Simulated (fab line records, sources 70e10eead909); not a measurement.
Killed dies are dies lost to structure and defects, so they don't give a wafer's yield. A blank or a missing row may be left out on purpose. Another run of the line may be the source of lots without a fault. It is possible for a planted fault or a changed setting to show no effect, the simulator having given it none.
Matching of chambers / flow nand-harc / ald-hk-03 running NHARC_A_CHANNEL_FILL_D2_ALD_14: 4 sister chambers
The step deposits SiO2, target thk 2.5 nm, pulse time 10 s, ald cycles 25. 16 wafers are shown with their chamber, then 8 later ones without.

== WAFERS PAIRED WITH THEIR CHAMBERS ==
wafer=L076.1; chamber=3; heater-power-w (W)=342; precursor-pulse-height-rel=0.958
wafer=L076.3; chamber=0; heater-power-w (W)=533; precursor-pulse-height-rel=1.016
wafer=L076.5; chamber=0; heater-power-w (W)=522; precursor-pulse-height-rel=0.977
wafer=L082.2; chamber=2; heater-power-w (W)=437; precursor-pulse-height-rel=1.021
wafer=L082.3; chamber=3; heater-power-w (W)=342; precursor-pulse-height-rel=0.962
wafer=L082.4; chamber=0; heater-power-w (W)=537; precursor-pulse-height-rel=1.015
wafer=L083.1; chamber=0; heater-power-w (W)=496; precursor-pulse-height-rel=1.011
wafer=L083.2; chamber=3; heater-power-w (W)=345; precursor-pulse-height-rel=1.001
wafer=L083.6; chamber=3; heater-power-w (W)=339; precursor-pulse-height-rel=0.978
wafer=L085.2; chamber=1; heater-power-w (W)=444; precursor-pulse-height-rel=0.993
wafer=L085.4; chamber=2; heater-power-w (W)=469; precursor-pulse-height-rel=1.000
wafer=L085.6; chamber=3; heater-power-w (W)=337; precursor-pulse-height-rel=0.982
wafer=L089.1; chamber=0; heater-power-w (W)=495; precursor-pulse-height-rel=1.041
wafer=L089.4; chamber=2; heater-power-w (W)=453; precursor-pulse-height-rel=1.014
wafer=L089.5; chamber=3; heater-power-w (W)=335; precursor-pulse-height-rel=1.004
wafer=L092.1; chamber=1; heater-power-w (W)=434; precursor-pulse-height-rel=0.983

SIGNATURES, as means of the wafers listed above
reading=heater-power-w; chamber 0=516.60; chamber 1=439.00; chamber 2=453.00; chamber 3=340.00; scatter within a chamber=13.6
reading=precursor-pulse-height-rel; chamber 0=1.01200; chamber 1=0.98800; chamber 2=1.01167; chamber 3=0.98083; scatter within a chamber=0.0187
Rule: a wafer lies at a distance from a chamber equal to the root of the sum of squares, over the readings, of (its reading less the chamber's mean, divided by the reading's scatter). The wafer belongs to the nearest chamber; if the next one is less than 2 further off, it can't be placed. The scatter is the square root of a quotient: the sum, over the shown wafers, of each reading's squared deviation from its chamber's mean, divided by wafers minus chambers.

== WAFERS WHOSE CHAMBER IS MISSING ==
wafer=L092.2; heater-power-w (W)=454; precursor-pulse-height-rel=1.009
wafer=L092.5; heater-power-w (W)=492; precursor-pulse-height-rel=0.970
wafer=L093.2; heater-power-w (W)=442; precursor-pulse-height-rel=1.014
wafer=L093.5; heater-power-w (W)=349; precursor-pulse-height-rel=1.000
wafer=L093.6; heater-power-w (W)=489; precursor-pulse-height-rel=0.962
wafer=L094.1; heater-power-w (W)=490; precursor-pulse-height-rel=0.972
wafer=L094.2; heater-power-w (W)=462; precursor-pulse-height-rel=0.998
wafer=L094.6; heater-power-w (W)=513; precursor-pulse-height-rel=1.025

== EACH ONE'S CHAMBER ==
wafer=L092.2; from the rows above=can't be placed: 2 or 1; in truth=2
wafer=L092.5; from the rows above=can't be placed: 0 or 2 or 1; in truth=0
wafer=L093.2; from the rows above=can't be placed: 2 or 1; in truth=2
wafer=L093.5; from the rows above=3; in truth=3
wafer=L093.6; from the rows above=can't be placed: 0 or 2 or 1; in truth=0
wafer=L094.1; from the rows above=can't be placed: 0 or 2 or 1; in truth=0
wafer=L094.2; from the rows above=can't be placed: 2 or 1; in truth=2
wafer=L094.6; from the rows above=0; in truth=0
2 of 8 placed correctly. These rows do not allow placing 6 (true chamber among the candidates in 6). Wrongly placed: 0.
